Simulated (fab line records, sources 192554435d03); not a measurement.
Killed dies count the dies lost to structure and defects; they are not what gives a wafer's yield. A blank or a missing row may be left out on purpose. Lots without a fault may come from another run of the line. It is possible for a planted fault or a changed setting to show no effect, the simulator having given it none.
fab line records | flow n5Finfet
[record] lots = 7 | wafers = 21
route steps=1938 shown ZERO_LAYER@4 WELL_APT@25 PMOS_HMC_CHANNEL_EPI@69 FIN_CUT@157 DUMMY_GATE@228 SD_EPI_N@268
startH: hours from the record's first day to the start of the lot's first wafer shown | waitH: how many hours have passed since the lot's step before this one | " unchanged from the row above | L1.1+2: a single row standing in for several wafers | - either no value or no given start | * or withheld: withheld | < > ~ a bound
route shown NAME@n: a module of which the file shows steps, and the number in the route of the first | usual: mean/standard deviation of fault-free wafers | same: alike in all rows | chamber/n: place in a boat | sites: the reading at each site | _std_site: the standard deviation of these | _edge_site: outer sites' mean less inner sites' | radiusMm: for every site, how far away it sits from the centre of the wafer | mask NAME#n: copy n | behind: the last tool/chamber to shape the wafer | hold: cause of the lot's hold/its duration in hours/its outcome | device: whichever transistor did not switch (one of n, p or np) | end of line: the same wafers' tests at the end of the route | step lacking rows: just its recipe | killed: dies that structure and defects cost at the first sort, which is not the same as the wafer's yield | map: a wafer's dies, marking killed ones x, the rest . and places with no die _
set.NAME: the setting the step ran with; set.NAME@STEP: the setting that earlier step ran with | model.NAME: the simulator's own value behind a step, which no gauge read
lots with deliberately changed settings; one table per step, one row per wafer
[[steps]]
[step N5_ZERO_LAYER_PECVD_02]
[recipe] material = SiO2 | targetThkA = 100 | tempC = 400 | precursor = SiH4/N2O | pressureTorr = 0.75 | rfW = 275 | timeS = 6
lot.wafer | tool     | chamber | startH | waitH | set.timeS | model.SiO2_of_ZERO_LAYER_PECVD_02.thkNm
L075.1    | pecvd-03 | 2       | 18.28  | 0.0   | 6         | 10.13
L075.3    | "        | 2       | "      | "     | 6.86      | 11.63
L075.6    | "        | 0       | "      | "     | 6         | 10.44
L076.2    | pecvd-01 | 1       | 24.28  | 0.0   | 5.574     | 9.401
L076.4    | "        | 2       | "      | "     | 6         | 10.17
L076.6    | "        | 1       | "      | "     | 5.574     | 9.353
L084.2    | pecvd-03 | 2       | 72.28  | 0.0   | 6.344     | 10.58
L084.5    | "        | 1       | "      | "     | 6.344     | 10.83
L084.6    | "        | 0       | "      | "     | 6         | 10.23
L085.2    | pecvd-04 | 1       | 78.28  | 0.0   | 6.6       | 11
L085.4    | "        | 0       | "      | "     | 6         | 9.804
L085.6    | "        | 1       | "      | "     | 6.6       | 11.14
L089.3    | pecvd-04 | 0       | 102.29 | 0.0   | 6         | 9.678
L089.5    | "        | 2       | "      | "     | 6         | 9.773
L089.6    | "        | 0       | "      | "     | 6         | 9.744
L091.2    | pecvd-01 | 2       | 114.28 | 0.0   | 6         | 9.566
L091.4    | "        | 2       | "      | "     | 6         | 9.599
L091.6    | "        | 1       | "      | "     | 6         | 10.25
L097.1    | pecvd-01 | 2       | 150.30 | 0.0   | 6.372     | 10.63
L097.3    | "        | 0       | "      | "     | 6.372     | 10.6
L097.5    | "        | 2       | "      | "     | 6         | 10.13
[step N5_ZERO_LAYER_COAT_05]
[recipe] spinRpm = 1500 | resistThkNm = 1000
lot.wafer | tool          | chamber | startH | waitH | set.spinRpm | model.coat_of_ZERO_LAYER_COAT_05.thkNm
L075.1    | lithoTrack-01 | 0       | -      | -     | 1357        | 1053
L075.3    | "             | 0       | "      | "     | 1357        | 1054
L075.6    | "             | 0       | "      | "     | 1500        | 1002
L076.2    | lithoTrack-02 | 0       | -      | -     | 1500        | 1002
L076.4    | "             | 0       | "      | "     | 1500        | 1005
L076.6    | "             | 0       | "      | "     | 1612        | 970
L084.2    | lithoTrack-04 | 0       | -      | -     | 1562        | 974.7
L084.5    | "             | 0       | "      | "     | 1500        | 995.9
L084.6    | "             | 0       | "      | "     | 1500        | 993.9
L085.2    | lithoTrack-02 | 0       | -      | -     | 1500        | 1002
L085.4    | "             | 0       | "      | "     | 1500        | 998.9
L085.6    | "             | 0       | "      | "     | 1409        | 1032
L089.3    | lithoTrack-01 | 0       | -      | -     | 1500        | 996.5
L089.5    | "             | 0       | "      | "     | 1500        | 996.2
L089.6    | "             | 0       | "      | "     | 1500        | 996.9
L091.2    | lithoTrack-04 | 0       | -      | -     | 1370        | 1050
L091.4    | "             | 0       | "      | "     | 1500        | 1003
L091.6    | "             | 0       | "      | "     | 1500        | 1004
L097.1    | lithoTrack-01 | 0       | -      | -     | 1335        | 1057
L097.3    | "             | 0       | "      | "     | 1335        | 1056
L097.5    | "             | 0       | "      | "     | 1500        | 997.1
[step N5_ZERO_LAYER_ETCH_18]
[recipe] chemistry = HBr/Cl2 | target = Si | targetDepthA = 1200 | timeS = 40 | pressureMtorr = 10 | icpW = 800 | biasW = 75 | HBr_flow_sccm = 150 | Cl2_flow_sccm = 80
lot.wafer | tool     | chamber | startH | waitH | set.biasW | set.spinRpm@ZERO_LAYER_COAT_05 | model.coat_of_ZERO_LAYER_COAT_05.thkNm
L075.1    | rieSi-05 | 0       | 18.81  | 0.0   | 75        | 1357                           | 984.3
L075.3    | "        | 1       | "      | "     | 75        | 1357                           | 984.8
L075.6    | "        | 2       | "      | "     | 65.56     | 1500                           | 934.1
L076.2    | rieSi-05 | 2       | 24.95  | 0.0   | 75        | 1500                           | 931.8
L076.4    | "        | 0       | "      | "     | 75        | 1500                           | 935
L076.6    | "        | 1       | "      | "     | 75        | 1612                           | 900.8
L084.2    | rieSi-05 | 2       | 72.79  | 0.0   | 75        | 1562                           | 903.5
L084.5    | "        | 3       | "      | "     | 81.81     | 1500                           | 924.4
L084.6    | "        | 2       | "      | "     | 81.81     | 1500                           | 922.4
L085.2    | rieSi-04 | 2       | 79.08  | 0.0   | 75        | 1500                           | 930.9
L085.4    | "        | 3       | "      | "     | 75        | 1500                           | 929.5
L085.6    | "        | 1       | "      | "     | 75        | 1409                           | 960.7
L089.3    | rieSi-04 | 0       | 103.02 | 0.0   | 75        | 1500                           | 927.5
L089.5    | "        | 3       | "      | "     | 75        | 1500                           | 926.6
L089.6    | "        | 2       | "      | "     | 75        | 1500                           | 926.8
L091.2    | rieSi-03 | 2       | 114.92 | 0.0   | 79.96     | 1370                           | 979.6
L091.4    | "        | 3       | "      | "     | 75        | 1500                           | 933.1
L091.6    | "        | 1       | "      | "     | 79.96     | 1500                           | 932.4
L097.1    | rieSi-04 | 3       | 151.44 | 0.0   | 75        | 1335                           | 986.4
L097.3    | "        | 1       | "      | "     | 87.69     | 1335                           | 982.4
L097.5    | "        | 0       | "      | "     | 75        | 1500                           | 926.8
[step N5_ZERO_LAYER_STRIP_24]
[recipe] chemistry = O2 | powerW = 1000 | tempC = 250 | overashFraction = 0.3 | pressureMtorr = 1000 | o2FlowSccm = 6750
[usual] stripTimeToEndpointS = 43.88/0.098
lot.wafer | tool           | chamber | startH | waitH | set.spinRpm@ZERO_LAYER_COAT_05 | stripTimeToEndpointS
L075.1    | plasmaAsher-02 | 0       | 18.92  | 0.1   | 1357                           | 45.46
L075.3    | "              | 0       | "      | "     | 1357                           | 45.47
L075.6    | "              | 0       | "      | "     | 1500                           | 43.98
L076.2    | plasmaAsher-01 | 1       | 25.05  | 0.1   | 1500                           | 43.88
L076.4    | "              | 1       | "      | "     | 1500                           | 43.99
L076.6    | "              | 0       | "      | "     | 1612                           | 42.96
L084.2    | plasmaAsher-02 | 0       | 72.93  | 0.1   | 1562                           | 43.05
L084.5    | "              | 1       | "      | "     | 1500                           | 43.67
L084.6    | "              | 0       | "      | "     | 1500                           | 43.61
L085.2    | plasmaAsher-02 | 1       | 79.18  | 0.1   | 1500                           | 43.87
L085.4    | "              | 0       | "      | "     | 1500                           | 43.83
L085.6    | "              | 1       | "      | "     | 1409                           | 44.74
L089.3    | plasmaAsher-01 | 1       | 103.14 | 0.1   | 1500                           | 43.76
L089.5    | "              | 0       | "      | "     | 1500                           | 43.74
L089.6    | "              | 1       | "      | "     | 1500                           | 43.75
L091.2    | plasmaAsher-01 | 1       | 115.02 | 0.1   | 1370                           | 45.32
L091.4    | "              | 0       | "      | "     | 1500                           | 43.94
L091.6    | "              | 1       | "      | "     | 1500                           | 43.91
L097.1    | plasmaAsher-01 | 0       | 151.54 | 0.1   | 1335                           | 45.53
L097.3    | "              | 0       | "      | "     | 1335                           | 45.40
L097.5    | "              | 1       | "      | "     | 1500                           | 43.71
[step N5_WELL_APT_PEB_06]
[recipe] pebTempC = 130 | pebTimeS = 90
lot.wafer  | tool          | chamber | startH | waitH | set.pebTempC
L075.1+6   | lithoTrack-01 | 0       | 19.59  | 0.1   | 126.7
L075.3     | "             | 0       | "      | "     | 130
L076.2     | lithoTrack-05 | 0       | 25.72  | 0.0   | 130
L076.4+6   | "             | 0       | "      | "     | 128
L084.2+5+6 | lithoTrack-01 | 0       | 73.48  | 0.0   | 130
L085.2+4   | lithoTrack-01 | 0       | 79.74  | 0.0   | 128.9
L085.6     | "             | 0       | "      | "     | 130
L089.3+5+6 | lithoTrack-03 | 0       | 103.80 | 0.0   | 130
L091.2+4+6 | lithoTrack-05 | 0       | 115.70 | 0.0   | 130
L097.1+3+5 | lithoTrack-01 | 0       | 152.34 | 0.1   | 130
[step N5_WELL_APT_DEVELOP_07]
[recipe] developTimeS = 45 | rinseLiquid = surfactantRinse | dry = airSpin | devTempC = 21
[step N5_WELL_APT_HARDBAKE_12]
[recipe] tempC = 130 | timeS = 120
[step N5_WELL_APT_CD_MEAS_08]
[recipe] targetCdNm = 200 | landingEnergyEv = 500 | detector = seInlens
[usual] cdNm = 200.8/1.8
lot.wafer | tool     | chamber | startH | waitH | set.pebTempC@WELL_APT_PEB_06 | cdNm
L075.1    | cdSem-01 | 0       | 19.71  | -     | 126.7                        | 180.5
L075.3    | "        | 0       | "      | "     | 130                          | 202.2
L075.6    | "        | 0       | "      | "     | 126.7                        | 183.1
L076.2    | cdSem-02 | 0       | 25.84  | -     | 130                          | 199.4
L076.4    | "        | 0       | "      | "     | 128                          | 189.7
L076.6    | "        | 0       | "      | "     | 128                          | 190.2
L084.2    | cdSem-02 | 0       | 73.60  | -     | 130                          | 199.3
L084.5    | "        | 0       | "      | "     | 130                          | 202.0
L084.6    | "        | 0       | "      | "     | 130                          | 202.6
L085.2    | cdSem-02 | 0       | 79.86  | -     | 128.9                        | 196.2
L085.4    | "        | 0       | "      | "     | 128.9                        | 194.8
L085.6    | "        | 0       | "      | "     | 130                          | 198.5
L089.3    | cdSem-02 | 0       | 103.91 | -     | 130                          | 200.9
L089.5    | "        | 0       | "      | "     | 130                          | 198.5
L089.6    | "        | 0       | "      | "     | 130                          | 197.8
L091.2    | cdSem-02 | 0       | 115.81 | -     | 130                          | 202.2
L091.4    | "        | 0       | "      | "     | 130                          | 197.1
L091.6    | "        | 0       | "      | "     | 130                          | 201.1
L097.1    | cdSem-01 | 0       | 152.46 | -     | 130                          | 200.9
L097.3    | "        | 0       | "      | "     | 130                          | 201.3
L097.5    | "        | 0       | "      | "     | 130                          | 202.6
[step N5_WELL_APT_DESCUM_13]
[recipe] chemistry = O2 | timeS = 7.9 | sourcePowerW = 50 | biasPowerW = 20 | pressureMtorr = 20 | rfFrequencyHz = 2.712e+07 | tempC = 40 | o2FlowSccm = 225
lot.wafer | tool       | chamber | startH | waitH | set.pebTempC@WELL_APT_PEB_06 | model.WELL_APT.cdNm
L075.1    | rieDiel-05 | 2       | 19.80  | 0.0   | 126.7                        | 180.4
L075.3    | "          | 3       | "      | "     | 130                          | 202.2
L075.6    | "          | 0       | "      | "     | 126.7                        | 183.1
L076.2    | rieDiel-05 | 1       | 25.93  | 0.0   | 130                          | 199.6
L076.4    | "          | 0       | "      | "     | 128                          | 189.6
L076.6    | "          | 3       | "      | "     | 128                          | 190.5
L084.2    | rieDiel-01 | 3       | 73.68  | 0.0   | 130                          | 199.5
L084.5    | "          | 3       | "      | "     | 130                          | 202.1
L084.6    | "          | 2       | "      | "     | 130                          | 203
L085.2    | rieDiel-01 | 3       | 79.95  | 0.0   | 128.9                        | 196.2
L085.4    | "          | 1       | "      | "     | 128.9                        | 194.6
L085.6    | "          | 3       | "      | "     | 130                          | 198.4
L089.3    | rieDiel-01 | 0       | 104.00 | 0.0   | 130                          | 201.1
L089.5    | "          | 2       | "      | "     | 130                          | 198.8
L089.6    | "          | 3       | "      | "     | 130                          | 197.9
L091.2    | rieDiel-05 | 0       | 115.90 | 0.0   | 130                          | 202.3
L091.4    | "          | 1       | "      | "     | 130                          | 197.4
L091.6    | "          | 2       | "      | "     | 130                          | 201.1
L097.1    | rieDiel-01 | 2       | 152.54 | 0.0   | 130                          | 201.3
L097.3    | "          | 0       | "      | "     | 130                          | 201.4
L097.5    | "          | 1       | "      | "     | 130                          | 202.4
[step N5_PMOS_HMC_CHANNEL_EPI_ETCH_32]
[recipe] chemistry = N2/H2 | target = BARC | stopOn = SiO2 | targetDepthA = 858 | overEtchFrac = 0.3 | timeS = 50.3 | ionEnergyEv = 200 | maskMaterial = CAR-ArF-block | pressureMtorr = 30 | sourceW = 840 | biasW = 150 | n2FlowSccm = 200 | h2FlowSccm = 200
[usual] rfVppV = 524.1/2.5
lot.wafer | tool       | chamber | startH | waitH | set.biasW | rfVppV
L075.1    | rieDiel-04 | 2       | 24.32  | 0.0   | 150       | 526.4
L075.3    | "          | 0       | "      | "     | 150       | 527.8
L075.6    | "          | 3       | "      | "     | 150       | 519.5
L076.2    | rieDiel-06 | 2       | 30.11  | 0.0   | 142.7     | 506.8
L076.4    | "          | 0       | "      | "     | 150       | 527.7
L076.6    | "          | 3       | "      | "     | 150       | 521.5
L084.2    | rieDiel-02 | 0       | 77.08  | 0.0   | 157.9     | 542.3
L084.5    | "          | 3       | "      | "     | 150       | 524.1
L084.6    | "          | 2       | "      | "     | 150       | 520.0
L085.2    | rieDiel-02 | 1       | 84.08  | 0.0   | 150       | 524.5
L085.4    | "          | 3       | "      | "     | 150       | 524.0
L085.6    | "          | 3       | "      | "     | 150       | 522.9
L089.3    | rieDiel-06 | 3       | 107.66 | 0.0   | 150       | 520.0
L089.5    | "          | 0       | "      | "     | 150       | 524.8
L089.6    | "          | 3       | "      | "     | 150       | 521.8
L091.2    | rieDiel-04 | 1       | 119.37 | 0.0   | 150       | 526.0
L091.4    | "          | 3       | "      | "     | 150       | 518.9
L091.6    | "          | 0       | "      | "     | 150       | 527.3
L097.1    | rieDiel-02 | 2       | 156.07 | 0.0   | 128.6     | 472.1
L097.3    | "          | 1       | "      | "     | 150       | 526.0
L097.5    | "          | 3       | "      | "     | 128.6     | 473.7
[step N5_FIN_CUT_COAT_02]
[recipe] resist = CAR-EUV | spinRpm = 1500 | resistThkNm = 30
lot.wafer | tool          | chamber | startH | waitH | set.spinRpm | model.CAR-EUV_of_FIN_CUT_COAT_02.thkNm
L075.1    | lithoTrack-03 | 0       | -      | -     | 1500        | 30.2
L075.3+6  | "             | 0       | "      | "     | 1642        | 28.8
L076.2+4  | lithoTrack-05 | 0       | -      | -     | 1500        | 29.8
L076.6    | "             | 0       | "      | "     | 1500        | 30
L084.2    | lithoTrack-03 | 0       | -      | -     | 1567        | 29.2
L084.5    | "             | 0       | "      | "     | 1500        | 30
L084.6    | "             | 0       | "      | "     | 1567        | 29.4
L085.2    | lithoTrack-03 | 0       | -      | -     | 1500        | 30
L085.4+6  | "             | 0       | "      | "     | 1579        | 29.2
L089.3+6  | lithoTrack-03 | 0       | -      | -     | 1500        | 29.8
L089.5    | "             | 0       | "      | "     | 1500        | 30
L091.2    | lithoTrack-04 | 0       | -      | -     | 1500        | 29.8
L091.4    | "             | 0       | "      | "     | 1418        | 30.8
L091.6    | "             | 0       | "      | "     | 1500        | 30
L097.1    | lithoTrack-04 | 0       | -      | -     | 1616        | 29
L097.3+5  | "             | 0       | "      | "     | 1500        | 30
[step N5_FIN_CUT_EBR_04]
[recipe] solvent = PGMEA | ebrWidthMm = 1.5
[step N5_FIN_CUT_SOFTBAKE_03]
[recipe] tempC = 110 | timeS = 60 | resist = CAR-EUV
[step N5_FIN_CUT_EXPOSE_05]
[recipe] maskId = FIN_CUT | na = 0.33 | sourceShape = annular | sigmaInner = 0.35 | sigmaOuter = 0.8 | polarization = unpolarized | doseMj = 45.75
[step N5_FIN_CUT_PEB_06]
[recipe] pebTempC = 100 | pebTimeS = 60 | resist = CAR-EUV
[step N5_FIN_CUT_DEVELOP_07]
[recipe] developTimeS = 30 | developer = TMAH | resist = CAR-EUV | rinseLiquid = surfactantRinse | dry = airSpin | devTempC = 23
lot.wafer  | tool          | chamber | startH | waitH | set.spinRpm@FIN_CUT_COAT_02 | model.CAR-EUV_of_FIN_CUT_COAT_02.thkNm
L075.1     | lithoTrack-03 | 0       | -      | -     | 1500                        | 29.6
L075.3+6   | "             | 0       | "      | "     | 1642                        | 28.4
L076.2+4+6 | lithoTrack-03 | 0       | -      | -     | 1500                        | 29.4
L084.2+6   | lithoTrack-04 | 0       | -      | -     | 1567                        | 28.8
L084.5     | "             | 0       | "      | "     | 1500                        | 29.4
L085.2     | lithoTrack-04 | 0       | -      | -     | 1500                        | 29.6
L085.4+6   | "             | 0       | "      | "     | 1579                        | 28.8
L089.3+6   | lithoTrack-05 | 0       | -      | -     | 1500                        | 29.4
L089.5     | "             | 0       | "      | "     | 1500                        | 29.6
L091.2     | lithoTrack-03 | 0       | -      | -     | 1500                        | 29.4
L091.4     | "             | 0       | "      | "     | 1418                        | 30.4
L091.6     | "             | 0       | "      | "     | 1500                        | 29.6
L097.1     | lithoTrack-05 | 0       | -      | -     | 1616                        | 28.4
L097.3+5   | "             | 0       | "      | "     | 1500                        | 29.6
[step N5_DUMMY_GATE_EXPOSE_12]
[recipe] maskId = GATE | na = 0.33 | sourceShape = annular | sigmaInner = 0.2 | sigmaOuter = 0.6 | polarization = unpolarized | targetCdNm = 25 | doseMj = 34
lot.wafer  | tool          | chamber | startH | waitH | mask   | set.doseMj
L075.1+6   | euvScanner-02 | 0       | 52.92  | -     | GATE#0 | 34
L075.3     | "             | 0       | "      | "     | GATE#0 | 33.23
L076.2     | euvScanner-02 | 0       | 59.36  | -     | GATE#0 | 34
L076.4+6   | "             | 0       | "      | "     | GATE#0 | 32.49
L084.2+5+6 | euvScanner-02 | 0       | 105.85 | -     | GATE#0 | 34
L085.2+4   | euvScanner-02 | 0       | 112.82 | -     | GATE#0 | 31.47
L085.6     | "             | 0       | "      | "     | GATE#0 | 34
L089.3+5+6 | euvScanner-01 | 0       | 139.56 | -     | GATE#0 | 34
L091.2     | euvScanner-02 | 0       | 148.95 | -     | GATE#0 | 32.33
L091.4+6   | "             | 0       | "      | "     | GATE#0 | 34
L097.1+3   | euvScanner-02 | 0       | 184.54 | -     | GATE#0 | 34
L097.5     | "             | 0       | "      | "     | GATE#0 | 32.87
[step N5_DUMMY_GATE_PEB_13]
[recipe] pebTempC = 100 | pebTimeS = 60 | resist = CAR-EUV
[step N5_DUMMY_GATE_DEVELOP_14]
[recipe] developTimeS = 30 | developer = TMAH | resist = CAR-EUV | rinseLiquid = surfactantRinse | dry = airSpin | devTempC = 23
[step N5_DUMMY_GATE_CD_MEAS_15]
[recipe] targetCdNm = 25.8 | landingEnergyEv = 500 | detector = seInlens
[usual] cdNm = 25.02/0.25
lot.wafer | tool     | chamber | startH | waitH | set.doseMj@DUMMY_GATE_EXPOSE_12 | cdNm
L075.1    | cdSem-01 | 0       | 53.05  | -     | 34                              | 24.69
L075.3    | "        | 0       | "      | "     | 33.23                           | 25.92
L075.6    | "        | 0       | "      | "     | 34                              | 25.27
L076.2    | cdSem-03 | 0       | 59.48  | -     | 34                              | 25.51
L076.4    | "        | 0       | "      | "     | 32.49                           | 25.94
L076.6    | "        | 0       | "      | "     | 32.49                           | 25.85
L084.2    | cdSem-03 | 0       | 105.97 | -     | 34                              | 25.33
L084.5    | "        | 0       | "      | "     | 34                              | 24.74
L084.6    | "        | 0       | "      | "     | 34                              | 25.05
L085.2    | cdSem-01 | 0       | 112.95 | -     | 31.47                           | 26.72
L085.4    | "        | 0       | "      | "     | 31.47                           | 26.74
L085.6    | "        | 0       | "      | "     | 34                              | 24.83
L089.3    | cdSem-01 | 0       | 139.68 | -     | 34                              | 25.02
L089.5    | "        | 0       | "      | "     | 34                              | 24.92
L089.6    | "        | 0       | "      | "     | 34                              | 24.82
L091.2    | cdSem-01 | 0       | 149.08 | -     | 32.33                           | 26.07
L091.4    | "        | 0       | "      | "     | 34                              | 25.00
L091.6    | "        | 0       | "      | "     | 34                              | 25.21
L097.1    | cdSem-02 | 0       | 184.67 | -     | 34                              | 24.94
L097.3    | "        | 0       | "      | "     | 34                              | 25.01
L097.5    | "        | 0       | "      | "     | 32.87                           | 25.34
[step N5_DUMMY_GATE_ETCH_37]
[recipe] chemistry = N2/H2 | target = SOC | targetDepthA = 600 | overetchA = 300 | tempC = 40 | ionEnergyEv = 200 | pressureMtorr = 30 | sourceW = 840 | biasW = 150 | n2FlowSccm = 200 | h2FlowSccm = 200
[usual] rfVppV = 524.6/2.8
lot.wafer | tool       | chamber | startH | waitH | set.sourceW | rfVppV
L075.1    | rieDiel-02 | 0       | 53.46  | 0.0   | 840         | 525.2
L075.3    | "          | 3       | "      | "     | 879.4       | 516.6
L075.6    | "          | 0       | "      | "     | 840         | 526.6
L076.2    | rieDiel-04 | 1       | 59.76  | 0.0   | 694.8       | 560.5
L076.4    | "          | 2       | "      | "     | 694.8       | 560.0
L076.6    | "          | 0       | "      | "     | 840         | 527.6
L084.2    | rieDiel-04 | 1       | 106.25 | 0.0   | 840         | 527.8
L084.5    | "          | 3       | "      | "     | 840         | 519.6
L084.6    | "          | 1       | "      | "     | 840         | 527.4
L085.2    | rieDiel-04 | 2       | 113.23 | 0.0   | 840         | 526.3
L085.4    | "          | 3       | "      | "     | 760.1       | 538.2
L085.6    | "          | 0       | "      | "     | 840         | 527.4
L089.3    | rieDiel-04 | 3       | 139.95 | 0.0   | 840         | 520.8
L089.5    | "          | 1       | "      | "     | 840         | 527.8
L089.6    | "          | 0       | "      | "     | 840         | 526.0
L091.2    | rieDiel-02 | 3       | 149.35 | 0.0   | 840         | 523.9
L091.4    | "          | 0       | "      | "     | 840         | 524.3
L091.6    | "          | 2       | "      | "     | 730.9       | 543.6
L097.1    | rieDiel-04 | 1       | 184.95 | 0.0   | 840         | 526.1
L097.3    | "          | 3       | "      | "     | 840         | 518.6
L097.5    | "          | 3       | "      | "     | 840         | 520.7
[step N5_SD_EPI_N_PEB_07]
[recipe] pebTempC = 110 | pebTimeS = 60 | resist = CAR-ArF-block
lot.wafer  | tool          | chamber | startH | waitH | set.pebTempC
L075.1+3   | lithoTrack-03 | 0       | 55.27  | 0.1   | 110
L075.6     | "             | 0       | "      | "     | 107.5
L076.2+4   | lithoTrack-03 | 0       | 61.76  | 0.0   | 108.3
L076.6     | "             | 0       | "      | "     | 110
L084.2+5+6 | lithoTrack-03 | 0       | 109.06 | 0.0   | 110
L085.2+6   | lithoTrack-03 | 0       | 115.18 | 0.0   | 107.2
L085.4     | "             | 0       | "      | "     | 110
L089.3+5+6 | lithoTrack-03 | 0       | 141.77 | 0.0   | 110
L091.2     | lithoTrack-05 | 0       | 151.51 | 0.0   | 112.9
L091.4+6   | "             | 0       | "      | "     | 110
L097.1+3+5 | lithoTrack-03 | 0       | 186.90 | 0.1   | 110
[step N5_SD_EPI_N_DEVELOP_08]
[recipe] developTimeS = 30 | developer = TMAH | resist = CAR-ArF-block | devTempC = 23 | rinseLiquid = diw | dry = airSpin
[step N5_SD_EPI_N_CD_MEAS_09]
[recipe] targetCdNm = 120 | landingEnergyEv = 500 | detector = seInlens
[usual] cdNm = 120.1/0.73
lot.wafer | tool     | chamber | startH | waitH | set.pebTempC@SD_EPI_N_PEB_07 | cdNm
L075.1    | cdSem-02 | 0       | 55.34  | -     | 110                          | 120.3
L075.3    | "        | 0       | "      | "     | 110                          | 120.9
L075.6    | "        | 0       | "      | "     | 107.5                        | 113.2
L076.2    | cdSem-01 | 0       | 61.83  | -     | 108.3                        | 114.3
L076.4    | "        | 0       | "      | "     | 108.3                        | 115.5
L076.6    | "        | 0       | "      | "     | 110                          | 119.7
L084.2    | cdSem-01 | 0       | 109.13 | -     | 110                          | 119.9
L084.5    | "        | 0       | "      | "     | 110                          | 120.3
L084.6    | "        | 0       | "      | "     | 110                          | 120.9
L085.2    | cdSem-02 | 0       | 115.24 | -     | 107.2                        | 113.8
L085.4    | "        | 0       | "      | "     | 110                          | 120.1
L085.6    | "        | 0       | "      | "     | 107.2                        | 113.1
L089.3    | cdSem-02 | 0       | 141.84 | -     | 110                          | 120.0
L089.5    | "        | 0       | "      | "     | 110                          | 120.5
L089.6    | "        | 0       | "      | "     | 110                          | 120.1
L091.2    | cdSem-02 | 0       | 151.58 | -     | 112.9                        | 127.9
L091.4    | "        | 0       | "      | "     | 110                          | 120.5
L091.6    | "        | 0       | "      | "     | 110                          | 119.4
L097.1    | cdSem-01 | 0       | 186.96 | -     | 110                          | 121.0
L097.3    | "        | 0       | "      | "     | 110                          | 120.3
L097.5    | "        | 0       | "      | "     | 110                          | 120.7
[[key]]
[split] step = N5_ZERO_LAYER_PECVD_02 | setting = timeS | stated = 6 | by = wafer
[response] step = N5_ZERO_LAYER_PECVD_02 | reading = model.SiO2_of_ZERO_LAYER_PECVD_02.thkNm | change = +0.101 | per = 1% | r = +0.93
[split] step = N5_ZERO_LAYER_COAT_05 | setting = spinRpm | stated = 1500 | by = wafer
[response] step = N5_ZERO_LAYER_COAT_05 | reading = model.coat_of_ZERO_LAYER_COAT_05.thkNm | change = -5.21 | per = 1% | r = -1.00
[response] step = N5_ZERO_LAYER_ETCH_18 | reading = model.coat_of_ZERO_LAYER_COAT_05.thkNm | change = -5.12 | per = 1% | r = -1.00
[response] step = N5_ZERO_LAYER_STRIP_24 | reading = stripTimeToEndpointS | change = * | per = 1% | r = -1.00
[split] step = N5_ZERO_LAYER_ETCH_18 | setting = biasW | stated = 75 | by = wafer
response none clear
[split] step = N5_WELL_APT_PEB_06 | setting = pebTempC | stated = 130 | by = wafer
[response] step = N5_WELL_APT_CD_MEAS_08 | reading = cdNm | change = +7.24 | per = 1% | r = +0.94
[response] step = N5_WELL_APT_DESCUM_13 | reading = model.WELL_APT.cdNm | change = +7.27 | per = 1% | r = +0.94
[split] step = N5_PMOS_HMC_CHANNEL_EPI_ETCH_32 | setting = biasW | stated = 150 | by = wafer
[response] step = N5_PMOS_HMC_CHANNEL_EPI_ETCH_32 | reading = rfVppV | change = +3.73 | per = 1% | r = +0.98
[split] step = N5_FIN_CUT_COAT_02 | setting = spinRpm | stated = 1500 | by = wafer
[response] step = N5_FIN_CUT_COAT_02 | reading = model.CAR-EUV_of_FIN_CUT_COAT_02.thkNm | change = -0.146 | per = 1% | r = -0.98
[response] step = N5_FIN_CUT_DEVELOP_07 | reading = model.CAR-EUV_of_FIN_CUT_COAT_02.thkNm | change = -0.143 | per = 1% | r = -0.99
[split] step = N5_DUMMY_GATE_EXPOSE_12 | setting = doseMj | stated = 34 | by = wafer
[response] step = N5_DUMMY_GATE_CD_MEAS_15 | reading = cdNm | change = -0.207 | per = 1% | r = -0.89
[split] step = N5_DUMMY_GATE_ETCH_37 | setting = sourceW | stated = 840 | by = wafer
[response] step = N5_DUMMY_GATE_ETCH_37 | reading = rfVppV | change = -1.67 | per = 1% | r = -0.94
[split] step = N5_SD_EPI_N_PEB_07 | setting = pebTempC | stated = 110 | by = wafer
[response] step = N5_SD_EPI_N_CD_MEAS_09 | reading = cdNm | change = +2.96 | per = 1% | r = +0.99
